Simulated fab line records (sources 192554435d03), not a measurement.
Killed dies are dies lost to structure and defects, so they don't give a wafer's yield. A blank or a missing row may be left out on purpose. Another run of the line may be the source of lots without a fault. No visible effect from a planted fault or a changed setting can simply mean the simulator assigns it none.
The tool behind it: which one?	flow n5Finfet	11 lots with 32 wafers sampled at 5 steps, on a route of 1938 steps

## WHAT EACH GAUGE READ, for each wafer
N5_BEOL_M4_RC_MEAS_101.
lot	measured	on	DIBL_N (mV/V)	DIBL_P (mV/V)	IOFF_N (nA/um)	IOFF_P (nA/um)	ION_N (uA/um)	ION_P (uA/um)	SS_N (mV/dec)	SS_P (mV/dec)	VT_N (mV)	VT_P (mV)
L762	day 8 20:52	prober-01	33.1 34.9 38.3	33.5 36.1 39.8	0.10 0.14 0.22	0.14 0.18 0.24	647 658 696	443 454 469	70.5 71.3 72.1	71.6 73.0 73.2	258 252 244	-256 -254 -251
L763	day 8 23:49	prober-02	37.2 31.8 34.4	35.6 30.3 34.2	0.18 0.10 0.14	0.23 0.16 0.21	672 658 681	466 458 475	71.4 69.4 70.2	73.3 72.2 73.3	247 253 250	-248 -252 -249
L764	day 9 02:56	prober-02	40.5 37.7 38.3	39.4 35.1 37.4	0.23 0.17 0.20	0.26 0.19 0.23	695 676 693	463 454 464	73.2 72.8 72.4	74.4 73.9 73.9	247 250 248	-250 -254 -248
L767	day 9 23:44	prober-02	39.5 39.0 37.1	41.3 40.2 36.6	0.25 0.25 0.20	0.30 0.30 0.23	692 689 687	469 468 465	73.0 72.0 72.0	74.9 74.1 73.9	244 242 248	-246 -245 -246
L773	day 11 02:28	prober-02	35.8 35.8 36.0	35.8 36.8 34.5	0.15 0.16 0.15	0.18 0.19 0.17	688 660 671	468 452 451	72.0 71.7 72.4	73.0 73.8 73.3	251 247 252	-252 -252 -252
L774	day 11 10:14	prober-01	34.9 35.6 36.1	33.3 34.0 35.9	0.14 0.16 0.15	0.17 0.19 0.21	683 686 680	465 470 467	71.6 71.4 71.4	72.3 72.0 73.3	252 248 251	-248 -248 -246
L776	day 11 13:39	prober-02	34.3 39.3 37.2	33.8 40.0 37.4	0.13 0.23 0.18	0.17 0.26 0.22	665 699 682	460 466 461	71.2 72.1 71.0	74.0 74.0 73.3	250 242 248	-251 -248 -249
L780	day 12 03:50	prober-01	37.2 38.0 35.6	37.6 39.5 34.8	0.17 0.20 0.15	0.22 0.25 0.18	658 682 673	452 465 455	71.1 72.1 71.3	74.0 73.7 73.8	250 245 251	-249 -248 -250
L779	day 12 11:46	prober-02	37.5 36.2	37.3 36.1	0.21 0.18	0.22 0.20	678 699	460 469	71.7 71.6	73.9 73.4	244 246	-250 -250
L781	day 12 18:49	prober-01	37.2 36.0 37.9	37.7 36.6 38.2	0.18 0.17 0.19	0.24 0.23 0.24	699 678 664	478 465 456	72.0 71.1 72.0	73.5 73.3 73.2	247 246 245	-246 -247 -249
L785	day 14 08:18	prober-02	38.0 37.7 35.5	35.3 35.8 33.8	0.19 0.16 0.14	0.20 0.20 0.17	693 654 680	467 445 472	72.9 71.8 71.3	73.4 73.4 73.6	246 251 251	-252 -252 -252

## WHICH TOOL RAN EACH LOT (tool, then ch and the chambers of the sampled wafers, then the start)
lot	N5_BEOL_M1_ANNEAL_87	N5_BEOL_M1_ANNEAL_89	N5_BEOL_M1_ANNEAL_93	N5_BEOL_M2_PECVD_72
L762	pvdSputter-01, day 7 13:55	pvdSputter-01, day 7 14:08	pvdSputter-01, day 7 14:34	pecvd-01 ch 0,2, day 7 16:10
L763	pvdSputter-02, day 7 19:01	pvdSputter-02, day 7 19:14	pvdSputter-02, day 7 19:41	pecvd-04 ch 0,2, day 7 21:17
L764	pvdSputter-01, day 7 19:37	pvdSputter-01, day 7 19:50	pvdSputter-01, day 7 20:16	pecvd-01 ch 0,1,2, day 7 22:02
L767	pvdSputter-02, day 8 00:32	pvdSputter-02, day 8 00:46	pvdSputter-02, day 8 01:12	pecvd-01 ch 0,2, day 8 02:47
L773	pvdSputter-02, day 9 17:39	pvdSputter-02, day 9 17:52	pvdSputter-02, day 9 18:19	pecvd-04 ch 0,1, day 9 19:53
L774	pvdSputter-02, day 9 21:02	pvdSputter-02, day 9 21:15	pvdSputter-02, day 9 21:41	pecvd-01 ch 0,1, day 9 23:17
L776	pvdSputter-01, day 10 08:50	pvdSputter-01, day 10 09:04	pvdSputter-01, day 10 09:30	pecvd-04 ch 2, day 10 11:05
L780	pvdSputter-01, day 10 17:38	pvdSputter-01, day 10 17:51	pvdSputter-01, day 10 18:17	pecvd-01 ch 0,1, day 10 19:56
L779	pvdSputter-01, day 10 20:19	pvdSputter-01, day 10 20:32	pvdSputter-01, day 10 20:58	pecvd-03 ch 1,2, day 10 22:39
L781	pvdSputter-01, day 11 07:49	pvdSputter-01, day 11 08:02	pvdSputter-01, day 11 08:28	pecvd-03 ch 0,1, day 11 10:04
L785	pvdSputter-02, day 12 10:02	pvdSputter-02, day 12 10:15	pvdSputter-02, day 12 10:41	pecvd-04 ch 0,1,2, day 12 12:20
- N5_BEOL_M1_ANNEAL_87: time 240 s.
- N5_BEOL_M1_ANNEAL_89: time 240 s.
- N5_BEOL_M1_ANNEAL_93: time 240 s.
- N5_BEOL_M2_PECVD_72: deposits SiO2 from TEOS/O2, target thk 16 nm, time 18 s.

## AS READ BY THE TOOLS THEMSELVES (means over the sampled wafers that have a number; for cases with no such wafer, the mark the record gives instead)
N5_BEOL_M1_ANNEAL_87.
lot	tool	heaterPowerW (W)
L762	pvdSputter-01	911
L763	pvdSputter-02	837
L764	pvdSputter-01	918
L767	pvdSputter-02	806
L773	pvdSputter-02	822
L774	pvdSputter-02	813
L776	pvdSputter-01	950
L780	pvdSputter-01	1054
L779	pvdSputter-01	822
L781	pvdSputter-01	954
L785	pvdSputter-02	817

N5_BEOL_M1_ANNEAL_89.
lot	tool	heaterPowerW (W)
L762	pvdSputter-01	909
L763	pvdSputter-02	827
L764	pvdSputter-01	930
L767	pvdSputter-02	813
L773	pvdSputter-02	821
L774	pvdSputter-02	809
L776	pvdSputter-01	959
L780	pvdSputter-01	1046
L779	pvdSputter-01	830
L781	pvdSputter-01	945
L785	pvdSputter-02	801

N5_BEOL_M1_ANNEAL_93.
lot	tool	heaterPowerW (W)
L762	pvdSputter-01	919
L763	pvdSputter-02	820
L764	pvdSputter-01	917
L767	pvdSputter-02	799
L773	pvdSputter-02	826
L774	pvdSputter-02	812
L776	pvdSputter-01	943
L780	pvdSputter-01	1041
L779	pvdSputter-01	808
L781	pvdSputter-01	952
L785	pvdSputter-02	809

N5_BEOL_M2_PECVD_72.
lot	tool	heaterPowerW (W)	showerheadPlenumPTorr (Torr)	susceptorTempC (C)	throttleValvePct (%)
L762	pecvd-01	760	8.75	400.04	22.0
L763	pecvd-04	696	8.85	400.05	22.9
L764	pecvd-01	682	8.77	399.78	22.0
L767	pecvd-01	694	8.72	400.06	22.2
L773	pecvd-04	751	8.85	403.94	24.3
L774	pecvd-01	709	8.79	400.02	22.1
L776	pecvd-04	786	8.78	404.15	22.1
L780	pecvd-01	699	8.76	400.03	22.3
L779	pecvd-03	806	8.83	400.21	20.9
L781	pecvd-03	850	8.85	399.77	22.3
L785	pecvd-04	690	8.84	400.06	23.5

## THE ANSWER, worked out from the rows above alone
Rule: what is usual is taken from the lots themselves. The widest of any qualifying gaps counts: lots, ordered by their means at a reading, are off when they make up no more than a third of the lots, leave a main group of 4 or more, and stand apart from it by 3 or more times the standard deviation of that group's means. Not used: any main group whose means are identical at the precision the tables above print for the reading. A lot without any number at a reading at which 4 lots or more have one is off too. Any other lot the step has rows for is counted as sound. The gauges are gone through in route order, then the tools' own readings, and for those a lot's mean is taken as printed above. At the first step where some lot is off, the reading lying furthest off is the one used; lots without a number count as furthest.
Off: L773, L776, at N5_BEOL_M2_PECVD_72 (susceptorTempC). Mean 400.00 C and standard deviation 0.13 in the main group.
If a tool, at that step or one of the process steps before it, ran each lot that is off and ran no sound lot following the first of them, it fits. No candidate that was tried fits.

## WHAT THE SIMULATOR HAD INSERTED
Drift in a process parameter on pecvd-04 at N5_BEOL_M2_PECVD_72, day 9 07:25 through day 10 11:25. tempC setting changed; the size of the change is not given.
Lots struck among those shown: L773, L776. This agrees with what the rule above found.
